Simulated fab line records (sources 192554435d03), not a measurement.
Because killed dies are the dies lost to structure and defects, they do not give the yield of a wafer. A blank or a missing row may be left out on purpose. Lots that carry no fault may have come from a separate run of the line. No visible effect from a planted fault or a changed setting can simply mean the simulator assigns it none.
Split-lot study | flow n5_finfet | 21 wafers read from 7 lots, route of 1938 steps

== SPLIT DETAILS ==
At N5_BEOL_M5_ETCH_68 (etches SOC in N2/H2, target depth 80 nm, overetch 16 nm, time 120 s), the setting bias_w was moved away from the recipe's 150 W on 9 of the 21 wafers read, by -16.4% to +10.2%. For the rest of the wafers, this setting stayed at what the recipe calls for.

Reading taken at the split's own step.

== THE READING ==
rf_vpp_V, in V, at N5_BEOL_M5_ETCH_68 (etches SOC in N2/H2, target depth 80 nm, overetch 16 nm, time 120 s). Fault-free wafers of this fab line usually give 523.7 V, standard deviation 2 V.

wafer  | tool, chamber at the split | bias_w as run, W | against the recipe | rf_vpp_V, V | against lot-mates on the recipe
L079.1 | rie_diel-03, 1             | 150              | recipe             | 526.5       | -
L079.2 | rie_diel-03, 0             | 165.3            | +10.2%             | 555.2       | +28.7
L079.3 | rie_diel-03, 2             | 165.3            | +10.2%             | 554.9       | +28.4
L078.3 | rie_diel-04, 1             | 150              | recipe             | 525.2       | -
L078.5 | rie_diel-04, 0             | 150              | recipe             | 522.2       | -
L078.6 | rie_diel-04, 2             | 150              | recipe             | 521.3       | -
L084.2 | rie_diel-04, 2             | 125.4            | -16.4%             | 465.6       | -59.4
L084.3 | rie_diel-04, 3             | 125.4            | -16.4%             | 468.6       | -56.4
L084.4 | rie_diel-04, 1             | 150              | recipe             | 525.0       | -
L086.1 | rie_diel-04, 0             | 133.7            | -10.9%             | 485.5       | -37.7
L086.5 | rie_diel-04, 2             | 150              | recipe             | 520.6       | -
L086.6 | rie_diel-04, 1             | 150              | recipe             | 525.8       | -
L089.2 | rie_diel-06, 3             | 150              | recipe             | 524.9       | -
L089.5 | rie_diel-06, 1             | 150              | recipe             | 519.5       | -
L089.6 | rie_diel-06, 2             | 150              | recipe             | 523.7       | -
L092.2 | rie_diel-03, 1             | 133.8            | -10.8%             | 489.2       | -33.5
L092.3 | rie_diel-03, 0             | 150              | recipe             | 522.7       | -
L092.6 | rie_diel-03, 0             | 133.8            | -10.8%             | 487.3       | -35.4
L094.2 | rie_diel-03, 3             | 150              | recipe             | 527.4       | -
L094.5 | rie_diel-03, 0             | 135.7            | -9.5%              | 490.2       | -37.2
L094.6 | rie_diel-03, 1             | 135.7            | -9.5%              | 491.8       | -35.6

FIT RESULTS
A straight line over all 21 wafers: rf_vpp_V changes by +3.33 V for each +1% of bias_w; r = +1.00; the points scatter about the line by 2.3 V.
The same after taking each lot's own level away (the mean of its wafers on the recipe; 21 wafers): +3.32 V for each +1%; r = +0.99; scatter 2.8 V.
According to that fit, moving bias_w by its largest amount changes the reading by 55 V.
The lots' own levels span 522.70 to 527.40 V, that is 2.4 times the standard deviation above.
Consequently the slope shifts little with the lot-to-lot level, the two slopes agreeing.
Check: -54.7 V against its lot-mates is what the line predicts for one of the wafers moved furthest among these (-16.4%) when that wafer is left out of the fit. It came out at -59.4 V against them.
Tool readings at the split's step, against how far the setting was moved: rf_vpp_V r = +1.00.

== OTHER SPLITS APPLIED TO THESE WAFERS ==
Before the reading, these wafers also passed through other splits. Each is held against what the fit with the lots' levels taken away leaves over:
other split on the same wafers      | wafers away from the commonest value | r with rf_vpp_V (lot level and that fit taken away)
N5_MOL_CONTACT_COAG_ETCH_124 bias_w | 7                                    | -0.46
N5_BEOL_M0_SAQP_ETCH_84 time_s      | 8                                    | +0.34
N5_BEOL_M1_ETCH_77 source_w         | 7                                    | +0.10
N5_BEOL_M1_TRENCH_ETCH_37 time_s    | 8                                    | +0.46
N5_BEOL_M2_COAT_68 spin_rpm         | 4                                    | -0.37
N5_BEOL_M2_EXPOSE_25 dose_mj        | 7                                    | +0.01
N5_BEOL_M3_VIA_ETCH_34 bias_w       | 2                                    | +0.32
N5_BEOL_M4_ETCH_64 bias_w           | 8                                    | -0.44
N5_BEOL_M4_COAT_22 spin_rpm         | 4                                    | +0.05
N5_BEOL_M4_ETCH_70 time_s           | 5                                    | +0.21
N5_BEOL_M4_TRENCH_ETCH_37 source_w  | 6                                    | -0.49

== THE WHOLE CHAIN: every reading that the file lists as answering this split, in the file's order ==
step               | what it does                                                        | reading                                                                          | change (the file's fit)                | r (the file's)
N5_BEOL_M5_ETCH_68 | etches SOC in N2/H2, target depth 80 nm, overetch 16 nm, time 120 s | rf_vpp_V                                                                         | +3.39 V for each +1% of the setting    | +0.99
N5_BEOL_M5_ETCH_68 | etches SOC in N2/H2, target depth 80 nm, overetch 16 nm, time 120 s | SiARC_of_BEOL_M5_COAT_66.thk_nm (the simulator's own value, which no gauge read) | -0.0728 nm for each +1% of the setting | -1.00

== THE FILE'S OWN FIT ==
rf_vpp_V changes by +3.39 V for each +1% of bias_w, r = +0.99.
